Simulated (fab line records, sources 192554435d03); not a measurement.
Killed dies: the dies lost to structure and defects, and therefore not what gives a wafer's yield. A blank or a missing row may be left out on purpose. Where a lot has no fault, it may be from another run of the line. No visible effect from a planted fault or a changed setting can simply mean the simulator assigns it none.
Which of the tools did it? :: flow n5Finfet :: 24 lots with 72 wafers sampled at 6 steps, on a route of 1938 steps

## WHAT EACH GAUGE READ, for each wafer
No reading from a measuring or inspecting step in the record can be judged against a usual standard deviation.

## EACH LOT AND THE TOOL THAT RAN IT (in order: tool; ch and the chambers of the sampled wafers; start)
lot: L074
N5_BEOL_M2_ANNEAL_95: pvdSputter-02, day 6 21:34
N5_BEOL_M2_ANNEAL_51: rtpAnneal-02 ch 0, day 6 21:56
N5_BEOL_M2_CO_CAP_55: cvdCo-02 ch 0,1,2, day 6 22:35
N5_BEOL_M3_PRE_CLEAN_45: pvdSputter-02, day 7 01:55
N5_BEOL_M3_SPUTTER_86: pvdSputter-01, day 7 03:15
N5_BEOL_M4_HM_DEP_02: pvdSputter-01, day 7 07:20

lot: L075
N5_BEOL_M2_ANNEAL_95: pvdSputter-02, day 7 10:02
N5_BEOL_M2_ANNEAL_51: rtpAnneal-01 ch 0, day 7 10:22
N5_BEOL_M2_CO_CAP_55: cvdCo-01 ch 0,2, day 7 11:02
N5_BEOL_M3_PRE_CLEAN_45: pvdSputter-01, day 7 20:22
N5_BEOL_M3_SPUTTER_86: pvdSputter-03, day 7 21:55
N5_BEOL_M4_HM_DEP_02: pvdSputter-03, day 8 00:38

lot: L076
N5_BEOL_M2_ANNEAL_95: pvdSputter-03, day 7 10:15
N5_BEOL_M2_ANNEAL_51: rtpAnneal-01 ch 0, day 7 10:38
N5_BEOL_M2_CO_CAP_55: cvdCo-02 ch 1,2, day 7 11:19
N5_BEOL_M3_PRE_CLEAN_45: pvdSputter-02, day 7 17:50
N5_BEOL_M3_SPUTTER_86: pvdSputter-03, day 7 20:04
N5_BEOL_M4_HM_DEP_02: pvdSputter-03, day 7 23:28

lot: L077
N5_BEOL_M2_ANNEAL_95: pvdSputter-01, day 7 10:22
N5_BEOL_M2_ANNEAL_51: rtpAnneal-02 ch 0, day 7 10:47
N5_BEOL_M2_CO_CAP_55: cvdCo-01 ch 1,2, day 7 11:25
N5_BEOL_M3_PRE_CLEAN_45: pvdSputter-02, day 7 23:50
N5_BEOL_M3_SPUTTER_86: pvdSputter-03, day 8 01:28
N5_BEOL_M4_HM_DEP_02: pvdSputter-03, day 8 06:04

lot: L078
N5_BEOL_M2_ANNEAL_95: pvdSputter-02, day 7 11:58
N5_BEOL_M2_ANNEAL_51: rtpAnneal-01 ch 0, day 7 12:17
N5_BEOL_M2_CO_CAP_55: cvdCo-01 ch 0,2, day 7 12:58
N5_BEOL_M3_PRE_CLEAN_45: pvdSputter-02, day 8 00:10
N5_BEOL_M3_SPUTTER_86: pvdSputter-01, day 8 03:01
N5_BEOL_M4_HM_DEP_02: pvdSputter-01, day 8 06:22

lot: L079
N5_BEOL_M2_ANNEAL_95: pvdSputter-02, day 7 19:41
N5_BEOL_M2_ANNEAL_51: rtpAnneal-01 ch 0, day 7 20:01
N5_BEOL_M2_CO_CAP_55: cvdCo-02 ch 1,2, day 7 20:43
N5_BEOL_M3_PRE_CLEAN_45: pvdSputter-03, day 8 03:08
N5_BEOL_M3_SPUTTER_86: pvdSputter-03, day 8 04:41
N5_BEOL_M4_HM_DEP_02: pvdSputter-03, day 8 07:35

lot: L081
N5_BEOL_M2_ANNEAL_95: pvdSputter-01, day 8 08:26
N5_BEOL_M2_ANNEAL_51: rtpAnneal-01 ch 0, day 8 08:49
N5_BEOL_M2_CO_CAP_55: cvdCo-02 ch 0,2, day 8 09:26
N5_BEOL_M3_PRE_CLEAN_45: pvdSputter-01, day 8 14:03
N5_BEOL_M3_SPUTTER_86: pvdSputter-01, day 8 15:15
N5_BEOL_M4_HM_DEP_02: pvdSputter-03, day 8 18:23

lot: L080
N5_BEOL_M2_ANNEAL_95: pvdSputter-02, day 8 10:34
N5_BEOL_M2_ANNEAL_51: rtpAnneal-02 ch 0, day 8 11:14
N5_BEOL_M2_CO_CAP_55: cvdCo-01 ch 1,2, day 8 11:52
N5_BEOL_M3_PRE_CLEAN_45: pvdSputter-02, day 8 18:32
N5_BEOL_M3_SPUTTER_86: pvdSputter-02, day 8 19:44
N5_BEOL_M4_HM_DEP_02: pvdSputter-03, day 8 23:38

lot: L082
N5_BEOL_M2_ANNEAL_95: pvdSputter-01, day 8 18:08
N5_BEOL_M2_ANNEAL_51: rtpAnneal-02 ch 0, day 8 18:28
N5_BEOL_M2_CO_CAP_55: cvdCo-02 ch 0,1,2, day 8 19:14
N5_BEOL_M3_PRE_CLEAN_45: pvdSputter-01, day 9 02:34
N5_BEOL_M3_SPUTTER_86: pvdSputter-02, day 9 05:37
N5_BEOL_M4_HM_DEP_02: pvdSputter-01, day 9 09:14

lot: L083
N5_BEOL_M2_ANNEAL_95: pvdSputter-02, day 9 08:39
N5_BEOL_M2_ANNEAL_51: rtpAnneal-01 ch 0, day 9 09:01
N5_BEOL_M2_CO_CAP_55: cvdCo-02 ch 0,1,2, day 9 09:41
N5_BEOL_M3_PRE_CLEAN_45: pvdSputter-02, day 9 13:05
N5_BEOL_M3_SPUTTER_86: pvdSputter-02, day 9 14:41
N5_BEOL_M4_HM_DEP_02: pvdSputter-02, day 9 23:33

lot: L084
N5_BEOL_M2_ANNEAL_95: pvdSputter-03, day 9 08:57
N5_BEOL_M2_ANNEAL_51: rtpAnneal-01 ch 0, day 9 09:20
N5_BEOL_M2_CO_CAP_55: cvdCo-02 ch 0,2, day 9 10:01
N5_BEOL_M3_PRE_CLEAN_45: pvdSputter-02, day 9 20:40
N5_BEOL_M3_SPUTTER_86: pvdSputter-02, day 9 21:50
N5_BEOL_M4_HM_DEP_02: pvdSputter-02, day 10 00:57

lot: L085
N5_BEOL_M2_ANNEAL_95: pvdSputter-03, day 9 11:43
N5_BEOL_M2_ANNEAL_51: rtpAnneal-02 ch 0, day 9 12:05
N5_BEOL_M2_CO_CAP_55: cvdCo-01 ch 1,2, day 9 12:57
N5_BEOL_M3_PRE_CLEAN_45: pvdSputter-01, day 9 20:45
N5_BEOL_M3_SPUTTER_86: pvdSputter-01, day 9 22:05
N5_BEOL_M4_HM_DEP_02: pvdSputter-03, day 10 01:17

lot: L086
N5_BEOL_M2_ANNEAL_95: pvdSputter-03, day 9 23:01
N5_BEOL_M2_ANNEAL_51: rtpAnneal-02 ch 0, day 9 23:23
N5_BEOL_M2_CO_CAP_55: cvdCo-02 ch 0,1,2, day 10 00:01
N5_BEOL_M3_PRE_CLEAN_45: pvdSputter-01, day 10 03:53
N5_BEOL_M3_SPUTTER_86: pvdSputter-01, day 10 05:14
N5_BEOL_M4_HM_DEP_02: pvdSputter-02, day 10 08:14

lot: L087
N5_BEOL_M2_ANNEAL_95: pvdSputter-02, day 10 10:30
N5_BEOL_M2_ANNEAL_51: rtpAnneal-01 ch 0, day 10 10:52
N5_BEOL_M2_CO_CAP_55: cvdCo-01 ch 0,1,2, day 10 11:33
N5_BEOL_M3_PRE_CLEAN_45: pvdSputter-01, day 10 19:10
N5_BEOL_M3_SPUTTER_86: pvdSputter-01, day 10 22:05
N5_BEOL_M4_HM_DEP_02: pvdSputter-02, day 11 02:44

lot: L088
N5_BEOL_M2_ANNEAL_95: pvdSputter-03, day 10 13:08
N5_BEOL_M2_ANNEAL_51: rtpAnneal-01 ch 0, day 10 13:29
N5_BEOL_M2_CO_CAP_55: cvdCo-01 ch 0,2, day 10 14:09
N5_BEOL_M3_PRE_CLEAN_45: pvdSputter-02, day 10 23:55
N5_BEOL_M3_SPUTTER_86: pvdSputter-01, day 11 01:46
N5_BEOL_M4_HM_DEP_02: pvdSputter-03, day 11 05:29

lot: L089
N5_BEOL_M2_ANNEAL_95: pvdSputter-02, day 10 16:14
N5_BEOL_M2_ANNEAL_51: rtpAnneal-02 ch 0, day 10 16:37
N5_BEOL_M2_CO_CAP_55: cvdCo-01 ch 0,2, day 10 17:14
N5_BEOL_M3_PRE_CLEAN_45: pvdSputter-01, day 11 03:01
N5_BEOL_M3_SPUTTER_86: pvdSputter-03, day 11 04:16
N5_BEOL_M4_HM_DEP_02: pvdSputter-01, day 11 07:02

lot: L090
N5_BEOL_M2_ANNEAL_95: pvdSputter-01, day 10 21:12
N5_BEOL_M2_ANNEAL_51: rtpAnneal-02 ch 0, day 10 21:35
N5_BEOL_M2_CO_CAP_55: cvdCo-02 ch 0,2, day 10 22:12
N5_BEOL_M3_PRE_CLEAN_45: pvdSputter-01, day 11 03:18
N5_BEOL_M3_SPUTTER_86: pvdSputter-02, day 11 05:13
N5_BEOL_M4_HM_DEP_02: pvdSputter-03, day 11 07:52

lot: L091
N5_BEOL_M2_ANNEAL_95: pvdSputter-01, day 11 06:17
N5_BEOL_M2_ANNEAL_51: rtpAnneal-01 ch 0, day 11 06:43
N5_BEOL_M2_CO_CAP_55: cvdCo-02 ch 0,1,2, day 11 07:20
N5_BEOL_M3_PRE_CLEAN_45: pvdSputter-01, day 11 10:27
N5_BEOL_M3_SPUTTER_86: pvdSputter-01, day 11 11:37
N5_BEOL_M4_HM_DEP_02: pvdSputter-01, day 11 14:46

lot: L092
N5_BEOL_M2_ANNEAL_95: pvdSputter-03, day 11 07:18
N5_BEOL_M2_ANNEAL_51: rtpAnneal-01 ch 0, day 11 07:38
N5_BEOL_M2_CO_CAP_55: cvdCo-02 ch 1,2, day 11 08:19
N5_BEOL_M3_PRE_CLEAN_45: pvdSputter-01, day 11 13:01
N5_BEOL_M3_SPUTTER_86: pvdSputter-03, day 11 14:19
N5_BEOL_M4_HM_DEP_02: pvdSputter-03, day 11 19:22

lot: L093
N5_BEOL_M2_ANNEAL_95: pvdSputter-01, day 11 09:46
N5_BEOL_M2_ANNEAL_51: rtpAnneal-01 ch 0, day 11 10:21
N5_BEOL_M2_CO_CAP_55: cvdCo-01 ch 0,2, day 11 10:57
N5_BEOL_M3_PRE_CLEAN_45: pvdSputter-02, day 11 15:51
N5_BEOL_M3_SPUTTER_86: pvdSputter-02, day 11 17:21
N5_BEOL_M4_HM_DEP_02: pvdSputter-03, day 11 20:13

lot: L094
N5_BEOL_M2_ANNEAL_95: pvdSputter-03, day 11 19:08
N5_BEOL_M2_ANNEAL_51: rtpAnneal-01 ch 0, day 11 19:32
N5_BEOL_M2_CO_CAP_55: cvdCo-01 ch 0,1,2, day 11 20:09
N5_BEOL_M3_PRE_CLEAN_45: pvdSputter-02, day 12 09:49
N5_BEOL_M3_SPUTTER_86: pvdSputter-01, day 12 12:12
N5_BEOL_M4_HM_DEP_02: pvdSputter-01, day 12 14:52

lot: L095
N5_BEOL_M2_ANNEAL_95: pvdSputter-02, day 11 22:09
N5_BEOL_M2_ANNEAL_51: rtpAnneal-02 ch 0, day 11 22:29
N5_BEOL_M2_CO_CAP_55: cvdCo-02 ch 0,1,2, day 11 23:09
N5_BEOL_M3_PRE_CLEAN_45: pvdSputter-01, day 12 14:49
N5_BEOL_M3_SPUTTER_86: pvdSputter-01, day 12 17:57
N5_BEOL_M4_HM_DEP_02: pvdSputter-02, day 12 20:23

lot: L096
N5_BEOL_M2_ANNEAL_95: pvdSputter-03, day 12 08:31
N5_BEOL_M2_ANNEAL_51: rtpAnneal-02 ch 0, day 12 08:52
N5_BEOL_M2_CO_CAP_55: cvdCo-02 ch 0,2, day 12 09:32
N5_BEOL_M3_PRE_CLEAN_45: pvdSputter-02, day 12 19:53
N5_BEOL_M3_SPUTTER_86: pvdSputter-01, day 12 21:07
N5_BEOL_M4_HM_DEP_02: pvdSputter-02, day 13 01:14

lot: L097
N5_BEOL_M2_ANNEAL_95: pvdSputter-03, day 12 12:05
N5_BEOL_M2_ANNEAL_51: rtpAnneal-02 ch 0, day 12 12:25
N5_BEOL_M2_CO_CAP_55: cvdCo-01 ch 0,2, day 12 13:05
N5_BEOL_M3_PRE_CLEAN_45: pvdSputter-02, day 12 21:52
N5_BEOL_M3_SPUTTER_86: pvdSputter-01, day 12 23:14
N5_BEOL_M4_HM_DEP_02: pvdSputter-03, day 13 02:05
- N5_BEOL_M2_ANNEAL_95: time 240 s.
- N5_BEOL_M2_ANNEAL_51: time 90 s.
- N5_BEOL_M2_CO_CAP_55: material Co, precursor CCTBA/H2, target thk 2 nm, time 102.1 s.
- N5_BEOL_M3_PRE_CLEAN_45: time 30 s.
- N5_BEOL_M3_SPUTTER_86: material Cu, target thk 4.5 nm, time 8.29 s.
- N5_BEOL_M4_HM_DEP_02: deposits TiN, target thk 20 nm.

## AS READ BY THE TOOLS THEMSELVES (means over the sampled wafers that have a number; for cases with no such wafer, the mark the record gives instead)
N5_BEOL_M2_ANNEAL_95.
lot: L074
tool: pvdSputter-02
heaterPowerW (W): 891

lot: L075
tool: pvdSputter-02
heaterPowerW (W): 888

lot: L076
tool: pvdSputter-03
heaterPowerW (W): 849

lot: L077
tool: pvdSputter-01
heaterPowerW (W): 1014

lot: L078
tool: pvdSputter-02
heaterPowerW (W): 946

lot: L079
tool: pvdSputter-02
heaterPowerW (W): 957

lot: L081
tool: pvdSputter-01
heaterPowerW (W): 724

lot: L080
tool: pvdSputter-02
heaterPowerW (W): 950

lot: L082
tool: pvdSputter-01
heaterPowerW (W): 833

lot: L083
tool: pvdSputter-02
heaterPowerW (W): 956

lot: L084
tool: pvdSputter-03
heaterPowerW (W): 870

lot: L085
tool: pvdSputter-03
heaterPowerW (W): 883

lot: L086
tool: pvdSputter-03
heaterPowerW (W): 860

lot: L087
tool: pvdSputter-02
heaterPowerW (W): 879

lot: L088
tool: pvdSputter-03
heaterPowerW (W): 837

lot: L089
tool: pvdSputter-02
heaterPowerW (W): 949

lot: L090
tool: pvdSputter-01
heaterPowerW (W): 862

lot: L091
tool: pvdSputter-01
heaterPowerW (W): 861

lot: L092
tool: pvdSputter-03
heaterPowerW (W): 790

lot: L093
tool: pvdSputter-01
heaterPowerW (W): 764

lot: L094
tool: pvdSputter-03
heaterPowerW (W): 887

lot: L095
tool: pvdSputter-02
heaterPowerW (W): 860

lot: L096
tool: pvdSputter-03
heaterPowerW (W): 865

lot: L097
tool: pvdSputter-03
heaterPowerW (W): 827

N5_BEOL_M2_ANNEAL_51.
lot: L074
tool: rtpAnneal-02
wafer_temp_C_max: 226.02

lot: L075
tool: rtpAnneal-01
wafer_temp_C_max: 225.96

lot: L076
tool: rtpAnneal-01
wafer_temp_C_max: 225.81

lot: L077
tool: rtpAnneal-02
wafer_temp_C_max: 225.75

lot: L078
tool: rtpAnneal-01
wafer_temp_C_max: 225.74

lot: L079
tool: rtpAnneal-01
wafer_temp_C_max: 225.67

lot: L081
tool: rtpAnneal-01
wafer_temp_C_max: 225.78

lot: L080
tool: rtpAnneal-02
wafer_temp_C_max: 225.92

lot: L082
tool: rtpAnneal-02
wafer_temp_C_max: 226.05

lot: L083
tool: rtpAnneal-01
wafer_temp_C_max: 225.73

lot: L084
tool: rtpAnneal-01
wafer_temp_C_max: 225.84

lot: L085
tool: rtpAnneal-02
wafer_temp_C_max: 225.85

lot: L086
tool: rtpAnneal-02
wafer_temp_C_max: 225.78

lot: L087
tool: rtpAnneal-01
wafer_temp_C_max: 225.88

lot: L088
tool: rtpAnneal-01
wafer_temp_C_max: 226.03

lot: L089
tool: rtpAnneal-02
wafer_temp_C_max: 225.91

lot: L090
tool: rtpAnneal-02
wafer_temp_C_max: 225.76

lot: L091
tool: rtpAnneal-01
wafer_temp_C_max: 225.67

lot: L092
tool: rtpAnneal-01
wafer_temp_C_max: 225.99

lot: L093
tool: rtpAnneal-01
wafer_temp_C_max: 226.10

lot: L094
tool: rtpAnneal-01
wafer_temp_C_max: 225.75

lot: L095
tool: rtpAnneal-02
wafer_temp_C_max: 225.84

lot: L096
tool: rtpAnneal-02
wafer_temp_C_max: 225.67

lot: L097
tool: rtpAnneal-02
wafer_temp_C_max: 225.83

N5_BEOL_M2_CO_CAP_55.
lot: L074
tool: cvdCo-02
chamberPressureTorr (Torr): 29.95
heaterPowerW (W): 220

lot: L075
tool: cvdCo-01
chamberPressureTorr (Torr): 29.98
heaterPowerW (W): 227

lot: L076
tool: cvdCo-02
chamberPressureTorr (Torr): 30.01
heaterPowerW (W): 208

lot: L077
tool: cvdCo-01
chamberPressureTorr (Torr): 29.97
heaterPowerW (W): 230

lot: L078
tool: cvdCo-01
chamberPressureTorr (Torr): 30.07
heaterPowerW (W): 239

lot: L079
tool: cvdCo-02
chamberPressureTorr (Torr): 30.00
heaterPowerW (W): 213

lot: L081
tool: cvdCo-02
chamberPressureTorr (Torr): 30.05
heaterPowerW (W): 229

lot: L080
tool: cvdCo-01
chamberPressureTorr (Torr): 30.04
heaterPowerW (W): 233

lot: L082
tool: cvdCo-02
chamberPressureTorr (Torr): 30.04
heaterPowerW (W): 219

lot: L083
tool: cvdCo-02
chamberPressureTorr (Torr): 30.07
heaterPowerW (W): 220

lot: L084
tool: cvdCo-02
chamberPressureTorr (Torr): 30.00
heaterPowerW (W): 231

lot: L085
tool: cvdCo-01
chamberPressureTorr (Torr): 30.05
heaterPowerW (W): 227

lot: L086
tool: cvdCo-02
chamberPressureTorr (Torr): 30.00
heaterPowerW (W): 219

lot: L087
tool: cvdCo-01
chamberPressureTorr (Torr): 29.98
heaterPowerW (W): 234

lot: L088
tool: cvdCo-01
chamberPressureTorr (Torr): 29.99
heaterPowerW (W): 238

lot: L089
tool: cvdCo-01
chamberPressureTorr (Torr): 29.97
heaterPowerW (W): 239

lot: L090
tool: cvdCo-02
chamberPressureTorr (Torr): 30.01
heaterPowerW (W): 215

lot: L091
tool: cvdCo-02
chamberPressureTorr (Torr): 30.03
heaterPowerW (W): 222

lot: L092
tool: cvdCo-02
chamberPressureTorr (Torr): 30.02
heaterPowerW (W): 208

lot: L093
tool: cvdCo-01
chamberPressureTorr (Torr): 29.90
heaterPowerW (W): 232

lot: L094
tool: cvdCo-01
chamberPressureTorr (Torr): 30.02
heaterPowerW (W): 238

lot: L095
tool: cvdCo-02
chamberPressureTorr (Torr): 29.92
heaterPowerW (W): 218

lot: L096
tool: cvdCo-02
chamberPressureTorr (Torr): 30.04
heaterPowerW (W): 225

lot: L097
tool: cvdCo-01
chamberPressureTorr (Torr): 29.96
heaterPowerW (W): 237

N5_BEOL_M3_PRE_CLEAN_45.
lot: L074
tool: pvdSputter-02
heaterPowerW (W): 382

lot: L075
tool: pvdSputter-01
heaterPowerW (W): 345

lot: L076
tool: pvdSputter-02
heaterPowerW (W): 329

lot: L077
tool: pvdSputter-02
heaterPowerW (W): 349

lot: L078
tool: pvdSputter-02
heaterPowerW (W): 354

lot: L079
tool: pvdSputter-03
heaterPowerW (W): 347

lot: L081
tool: pvdSputter-01
heaterPowerW (W): 340

lot: L080
tool: pvdSputter-02
heaterPowerW (W): 380

lot: L082
tool: pvdSputter-01
heaterPowerW (W): 325

lot: L083
tool: pvdSputter-02
heaterPowerW (W): 383

lot: L084
tool: pvdSputter-02
heaterPowerW (W): 410

lot: L085
tool: pvdSputter-01
heaterPowerW (W): 308

lot: L086
tool: pvdSputter-01
heaterPowerW (W): 370

lot: L087
tool: pvdSputter-01
heaterPowerW (W): 395

lot: L088
tool: pvdSputter-02
heaterPowerW (W): 391

lot: L089
tool: pvdSputter-01
heaterPowerW (W): 350

lot: L090
tool: pvdSputter-01
heaterPowerW (W): 364

lot: L091
tool: pvdSputter-01
heaterPowerW (W): 284

lot: L092
tool: pvdSputter-01
heaterPowerW (W): 404

lot: L093
tool: pvdSputter-02
heaterPowerW (W): 352

lot: L094
tool: pvdSputter-02
heaterPowerW (W): 379

lot: L095
tool: pvdSputter-01
heaterPowerW (W): 370

lot: L096
tool: pvdSputter-02
heaterPowerW (W): 380

lot: L097
tool: pvdSputter-02
heaterPowerW (W): 386

N5_BEOL_M3_SPUTTER_86.
lot: L074
tool: pvdSputter-01
chamberPressurePa (Pa): 0.07
throttleValvePct (%): 30.7

lot: L075
tool: pvdSputter-03
chamberPressurePa (Pa): 0.07
throttleValvePct (%): 30.3

lot: L076
tool: pvdSputter-03
chamberPressurePa (Pa): 0.07
throttleValvePct (%): 30.2

lot: L077
tool: pvdSputter-03
chamberPressurePa (Pa): 0.07
throttleValvePct (%): 30.1

lot: L078
tool: pvdSputter-01
chamberPressurePa (Pa): 0.07
throttleValvePct (%): 31.1

lot: L079
tool: pvdSputter-03
chamberPressurePa (Pa): 0.07
throttleValvePct (%): 29.5

lot: L081
tool: pvdSputter-01
chamberPressurePa (Pa): 0.07
throttleValvePct (%): 31.2

lot: L080
tool: pvdSputter-02
chamberPressurePa (Pa): 0.07
throttleValvePct (%): 30.3

lot: L082
tool: pvdSputter-02
chamberPressurePa (Pa): 0.07
throttleValvePct (%): 30.0

lot: L083
tool: pvdSputter-02
chamberPressurePa (Pa): 0.07
throttleValvePct (%): 30.5

lot: L084
tool: pvdSputter-02
chamberPressurePa (Pa): 0.07
throttleValvePct (%): 30.2

lot: L085
tool: pvdSputter-01
chamberPressurePa (Pa): 0.07
throttleValvePct (%): 31.1

lot: L086
tool: pvdSputter-01
chamberPressurePa (Pa): 0.07
throttleValvePct (%): 31.1

lot: L087
tool: pvdSputter-01
chamberPressurePa (Pa): 0.07
throttleValvePct (%): 31.2

lot: L088
tool: pvdSputter-01
chamberPressurePa (Pa): 0.07
throttleValvePct (%): 30.7

lot: L089
tool: pvdSputter-03
chamberPressurePa (Pa): 0.07
throttleValvePct (%): 30.3

lot: L090
tool: pvdSputter-02
chamberPressurePa (Pa): 0.07
throttleValvePct (%): 29.9

lot: L091
tool: pvdSputter-01
chamberPressurePa (Pa): 0.07
throttleValvePct (%): 30.4

lot: L092
tool: pvdSputter-03
chamberPressurePa (Pa): 0.07
throttleValvePct (%): 30.2

lot: L093
tool: pvdSputter-02
chamberPressurePa (Pa): 0.07
throttleValvePct (%): 30.9

lot: L094
tool: pvdSputter-01
chamberPressurePa (Pa): 0.07
throttleValvePct (%): 31.2

lot: L095
tool: pvdSputter-01
chamberPressurePa (Pa): 0.07
throttleValvePct (%): 31.3

lot: L096
tool: pvdSputter-01
chamberPressurePa (Pa): 0.07
throttleValvePct (%): 31.3

lot: L097
tool: pvdSputter-01
chamberPressurePa (Pa): 0.07
throttleValvePct (%): 30.7

N5_BEOL_M4_HM_DEP_02.
lot: L074
tool: pvdSputter-01
chamberPressurePa (Pa): 0.4991
throttleValvePct (%): 30.9

lot: L075
tool: pvdSputter-03
chamberPressurePa (Pa): 0.4993
throttleValvePct (%): 29.6

lot: L076
tool: pvdSputter-03
chamberPressurePa (Pa): 0.5006
throttleValvePct (%): 29.5

lot: L077
tool: pvdSputter-03
chamberPressurePa (Pa): 0.4994
throttleValvePct (%): 29.6

lot: L078
tool: pvdSputter-01
chamberPressurePa (Pa): 0.4988
throttleValvePct (%): 31.4

lot: L079
tool: pvdSputter-03
chamberPressurePa (Pa): 0.5001
throttleValvePct (%): 29.7

lot: L081
tool: pvdSputter-03
chamberPressurePa (Pa): 0.4997
throttleValvePct (%): 29.6

lot: L080
tool: pvdSputter-03
chamberPressurePa (Pa): 0.4999
throttleValvePct (%): 30.3

lot: L082
tool: pvdSputter-01
chamberPressurePa (Pa): 0.4996
throttleValvePct (%): 31.1

lot: L083
tool: pvdSputter-02
chamberPressurePa (Pa): 0.4992
throttleValvePct (%): 30.5

lot: L084
tool: pvdSputter-02
chamberPressurePa (Pa): 0.4999
throttleValvePct (%): 30.7

lot: L085
tool: pvdSputter-03
chamberPressurePa (Pa): 0.4992
throttleValvePct (%): 30.2

lot: L086
tool: pvdSputter-02
chamberPressurePa (Pa): 0.5010
throttleValvePct (%): 30.2

lot: L087
tool: pvdSputter-02
chamberPressurePa (Pa): 0.4996
throttleValvePct (%): 30.0

lot: L088
tool: pvdSputter-03
chamberPressurePa (Pa): 0.4995
throttleValvePct (%): 29.6

lot: L089
tool: pvdSputter-01
chamberPressurePa (Pa): 0.5004
throttleValvePct (%): 30.9

lot: L090
tool: pvdSputter-03
chamberPressurePa (Pa): 0.5001
throttleValvePct (%): 29.7

lot: L091
tool: pvdSputter-01
chamberPressurePa (Pa): 0.4994
throttleValvePct (%): 30.7

lot: L092
tool: pvdSputter-03
chamberPressurePa (Pa): 0.5001
throttleValvePct (%): 29.7

lot: L093
tool: pvdSputter-03
chamberPressurePa (Pa): 0.4995
throttleValvePct (%): 29.8

lot: L094
tool: pvdSputter-01
chamberPressurePa (Pa): 0.5001
throttleValvePct (%): 30.8

lot: L095
tool: pvdSputter-02
chamberPressurePa (Pa): 0.4998
throttleValvePct (%): 29.6

lot: L096
tool: pvdSputter-02
chamberPressurePa (Pa): 0.4996
throttleValvePct (%): 30.7

lot: L097
tool: pvdSputter-03
chamberPressurePa (Pa): 0.5004
throttleValvePct (%): 29.7

## THE ANSWER, worked out from the rows above alone
Rule: the usual values come from the lots themselves. Put in order of their means at a reading, lots are off if they are a third of the lots or fewer, leave a main group of 4 or more, and stand apart from it by a gap of 3 or more times the standard deviation of the main group's means; of several such gaps the widest counts. A main group whose means are all the same, to the digits that the tables above print for the reading, isn't used. Also off: a lot with no number at a reading for which 4 or more lots have one. Where the step has rows for the other lots, those lots are counted as sound. First the gauges in route order, then the tools' own readings, where a lot's mean is used as printed above. At the first step where some lot is off, the reading lying furthest off is the one used; lots without a number count as furthest.
No lot is off on any of the readings shown, so nothing can be concluded from this.

## WHAT THE SIMULATOR HAD INSERTED
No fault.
